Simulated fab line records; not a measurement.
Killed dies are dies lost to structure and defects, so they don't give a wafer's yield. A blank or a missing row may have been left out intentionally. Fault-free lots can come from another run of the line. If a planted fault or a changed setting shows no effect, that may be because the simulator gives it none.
Chamber matching    flow nand harc    3 sister chambers for NHARC_A_CONTACT_DEP_29 on pecvd-01
The step deposits SiON, target thk 70 nm. 3 wafers are shown with their chamber, then 8 later ones without.

## WAFERS WITH THEIR CHAMBER
wafer   chamber  heater power w (W)
L090.4  1        861
L090.6  0        611
L093.1  2        631

## WAFERS WITHOUT THEIR CHAMBER
wafer   heater power w (W)
L093.2  547
L093.6  748
L092.2  650
L092.5  651
L092.6  622
L094.3  639
L094.4  751
L094.6  634

## CHAMBER TAKEN BY EACH
wafer   from the rows above           in truth
L093.2  can't be placed: 0 or 2       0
L093.6  can't be placed: 1 or 2 or 0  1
L092.2  can't be placed: 2 or 0       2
L092.5  can't be placed: 2 or 0       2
L092.6  can't be placed: 2 or 0       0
L094.3  can't be placed: 2 or 0       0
L094.4  can't be placed: 1 or 2 or 0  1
L094.6  can't be placed: 2 or 0       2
Placed correctly: 0 of 8. Unplaceable from these rows: 8, with the true chamber sitting among the candidates in 8. Wrongly placed: 0.
How it was worked out, from the rows above alone: a wafer's distance from a chamber is the root of the sum, over the readings, of the square of ((its reading less the chamber's mean) divided by the reading's scatter). If the next closest chamber is less than 2 further off than the closest, the wafer can't be placed; otherwise it belongs to the closest. Each chamber's mean is taken over the wafers shown for it. The scatter: root of mean squared gap, hidden wafer to nearest shown wafer, with one shown wafer a chamber.
